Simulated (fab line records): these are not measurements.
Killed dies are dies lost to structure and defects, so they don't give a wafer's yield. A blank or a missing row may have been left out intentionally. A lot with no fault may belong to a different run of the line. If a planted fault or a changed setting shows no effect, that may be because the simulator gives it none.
Split-lot experiment	flow n5-finfet	39 wafers read from 7 lots, route of 1938 steps

== THE SPLIT ==
At N5_DUMMY_GATE_ETCH_32 (etches SiO2 in CF4, target depth 3.5 nm, time 3.9 s), the setting time-s was moved away from the recipe's 3.9 s on 18 of the 39 wafers read, by -23.9% to +21.2%. All remaining wafers had this setting at the recipe value.

The reading is taken at the split's own step.

== THE READING ==
etch.depth-nm (the simulator's own value, which no gauge read), in nm, at N5_DUMMY_GATE_ETCH_32 (etches SiO2 in CF4, target depth 3.5 nm, time 3.9 s). No usual value for it is given in the file. The 21 wafers here that ran the recipe average 3.467 nm, standard deviation 0.057 nm.

wafer	tool, chamber at the split	time-s as run, s	against the recipe	etch.depth-nm, nm	against lot-mates on the recipe
L074.1	rie-si-03, 1	3.9	recipe	3.44	-
L074.2	rie-si-03, 3	2.968	-23.9%	2.657	-0.811
L074.3	rie-si-03, 2	2.968	-23.9%	2.763	-0.705
L074.4	rie-si-03, 0	3.9	recipe	3.542	-
L074.5	rie-si-03, 0	2.968	-23.9%	2.702	-0.766
L074.6	rie-si-03, 1	3.9	recipe	3.422	-
L075.1	rie-si-02, 1	4.416	+13.2%	3.893	+0.438
L075.2	rie-si-02, 2	3.9	recipe	3.439	-
L075.3	rie-si-02, 0	3.9	recipe	3.416	-
L075.4	rie-si-02, 3	3.9	recipe	3.509	-
L075.5	rie-si-02, 3	4.416	+13.2%	4.002	+0.547
L075.6	rie-si-02, 0	4.416	+13.2%	3.86	+0.405
L077.1	rie-si-02, 3	4.728	+21.2%	4.288	+0.843
L077.2	rie-si-02, 2	3.9	recipe	3.43	-
L077.3	rie-si-02, 0	3.9	recipe	3.465	-
L077.4	rie-si-02, 1	4.728	+21.2%	4.206	+0.761
L077.5	rie-si-02, 3	4.728	+21.2%	4.319	+0.874
L077.6	rie-si-02, 0	3.9	recipe	3.439	-
L087.1	rie-si-03, 1	3.087	-20.8%	2.697	-0.828
L087.2	rie-si-03, 3	3.9	recipe	3.475	-
L087.3	rie-si-03, 2	3.9	recipe	3.617	-
L087.4	rie-si-03, 0	3.087	-20.8%	2.764	-0.761
L087.5	rie-si-03, 0	3.9	recipe	3.484	-
L087.6	rie-si-03, 3	3.087	-20.8%	2.755	-0.770
L090.1	rie-si-03, 3	3.9	recipe	3.433	-
L090.2	rie-si-03, 0	3.9	recipe	3.452	-
L090.5	rie-si-03, 0	3.9	recipe	3.487	-
L091.1	rie-si-01, 0	3.339	-14.4%	2.908	-0.544
L091.2	rie-si-01, 1	3.9	recipe	3.389	-
L091.3	rie-si-01, 2	3.339	-14.4%	3.031	-0.421
L091.4	rie-si-01, 1	3.9	recipe	3.391	-
L091.5	rie-si-01, 0	3.339	-14.4%	2.946	-0.506
L091.6	rie-si-01, 2	3.9	recipe	3.577	-
L097.1	rie-si-03, 3	3.228	-17.2%	2.843	-0.621
L097.2	rie-si-03, 1	3.228	-17.2%	2.767	-0.697
L097.3	rie-si-03, 2	3.228	-17.2%	2.916	-0.548
L097.4	rie-si-03, 0	3.9	recipe	3.456	-
L097.5	rie-si-03, 3	3.9	recipe	3.418	-
L097.6	rie-si-03, 2	3.9	recipe	3.517	-

FIT RESULTS
A straight line over all 39 wafers: etch.depth-nm changes by +0.035 nm for each +1% of time-s; r = +0.99; the points scatter about the line by 0.062 nm.
The same after taking each lot's own level away (the mean of its wafers on the recipe; 39 wafers): +0.0358 nm for each +1%; r = +0.99; scatter 0.063 nm.
The reading moves by 0.86 nm for the largest change in time-s, on that fit.
The span of the lots' own levels, 3.4447 to 3.5253 nm, comes to 1.4 times the standard deviation stated above.
The two slopes are in agreement: the lot-to-lot level therefore moves the slope only a little.
Check: with one of the wafers moved furthest among these (-23.9%) left out of the fit, the line predicts -0.849 nm for it against its lot-mates. It came out at -0.811 nm against them.

== ADDITIONAL SPLITS CARRIED BY THESE WAFERS ==
Before the reading, these wafers also passed through other splits. Each is held against what the fit with the lots' levels taken away leaves over:
other split on the same wafers	wafers away from the commonest value	r with etch.depth-nm (lot level and that fit taken away)
N5_FIN_SAQP_ALD_61 temp-c	15	+0.05

== THE FILE'S OWN FIT ==
etch.depth-nm changes by +0.0356 nm for each +1% of time-s, r = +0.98.
